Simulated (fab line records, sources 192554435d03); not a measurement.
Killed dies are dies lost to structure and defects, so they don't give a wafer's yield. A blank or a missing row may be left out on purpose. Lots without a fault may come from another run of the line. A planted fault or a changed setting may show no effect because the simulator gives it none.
One fault seen from 2 desks | flow n5_finfet | each desk has only its own numbers; what lay behind them comes last

THE METROLOGY DESK
What the gauges read, lot by lot, whatever tool the lot ran on: means of the sampled wafers that have a number. A lot is out of limits, marked OUT, if its mean lies more than 4 standard deviations from the usual mean; the brackets give that distance.
Columns: A = cd_nm at N5_BEOL_M15_CD_MEAS_28, usual 408.2 nm
lot  | first seen here | A
L168 | day 11 07:33    | 409.0
L171 | day 12 09:31    | 407.3
L178 | day 14 10:31    | 413.1
L181 | day 14 20:21    | 413.9
L183 | day 15 14:17    | 408.3
L184 | day 16 01:43    | 407.4
L187 | day 16 06:23    | 409.2
L190 | day 17 05:52    | 410.5
L188 | day 17 17:23    | 406.3
L189 | day 17 21:04    | 406.1
This desk's finding: nothing out of limits on any of the 10 lots.

THE TOOL OWNER'S DESK: litho_track-01
The tool's own readings at N5_BEOL_M15_PEB_26 (peb time 90 s): means of the sampled wafers that have a number, for each lot that ran on this tool. A lot is out of limits, marked OUT, if its mean lies more than 4 standard deviations from the usual mean; the brackets give that distance.
Columns: A = heater_power_total_W at N5_BEOL_M15_PEB_26, usual 172.5 W; B = plate_temp_C at N5_BEOL_M15_PEB_26, usual 130.00 C
lot  | first seen here | A     | B
L171 | day 12 09:25    | 172.6 | 129.95
L178 | day 14 10:24    | 175.2 | 131.11 (+7.9) OUT
L181 | day 14 20:14    | 175.1 | 131.15 (+8.2) OUT
This desk's finding: out of limits on L178, L181; first on L178, day 14 10:24 (plate_temp_C at N5_BEOL_M15_PEB_26). In limits: L171.

PUT TOGETHER
The tool owner's desk could have raised an alarm at day 14 10:24, on L178, L181.
The metrology desk saw nothing out of limits.
The metrology desk has L178, L181 on record, within its limits.
Of the lots named, all ran N5_BEOL_M15_PEB_26 on litho_track-01.

WHAT THE SIMULATOR HAD PUT IN
Process parameter drift: litho_track-01, from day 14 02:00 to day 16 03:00, at N5_BEOL_M15_PEB_26. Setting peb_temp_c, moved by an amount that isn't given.
Lots struck among those shown: L178, L181.
Hours from the fault's start to each desk's first reading out of limits: the tool owner's desk, 8.
